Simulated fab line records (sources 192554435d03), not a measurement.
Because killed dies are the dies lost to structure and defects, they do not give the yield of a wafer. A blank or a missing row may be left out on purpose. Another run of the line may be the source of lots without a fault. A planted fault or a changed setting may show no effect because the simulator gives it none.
Matching of chambers -- flow n5_finfet -- N5_FIN_SAQP_PECVD_48 on pecvd-04 has 3 sister chambers
The step deposits SiNx from SiH4/NH3/N2, target thk 25 nm, time 22.1 s. 3 wafers are shown with their chamber, then 8 later ones without.

## WAFERS PAIRED WITH THEIR CHAMBERS
wafer,chamber,showerhead_plenum_p_Torr (Torr)
L089.1,0,5.12
L089.4,1,5.06
L091.1,2,5.20

## WAFERS MISSING THEIR CHAMBER
wafer,showerhead_plenum_p_Torr (Torr)
L091.2,5.12
L091.3,5.06
L094.4,5.11
L094.5,5.11
L094.6,5.05
L096.1,5.12
L096.2,5.19
L096.5,5.06

## WHICH CHAMBER EACH ONE RAN IN
wafer,from the rows above,in truth
L091.2,0,0
L091.3,1,1
L094.4,0,0
L094.5,0,0
L094.6,1,1
L096.1,0,0
L096.2,2,2
L096.5,1,1
Correctly placed: 8 of 8. Can't be placed from these rows: 0. 0 placed wrongly.
How it was worked out, from the rows above alone: a wafer's distance from a chamber is the root of the sum, over the readings, of the square of ((its reading less the chamber's mean) divided by the reading's scatter). The wafer belongs to the nearest chamber; if the next one is less than 2 further off, it can't be placed. Each chamber's mean is taken over the wafers shown for it. The scatter: root of mean squared gap, hidden wafer to nearest shown wafer, with one shown wafer a chamber.
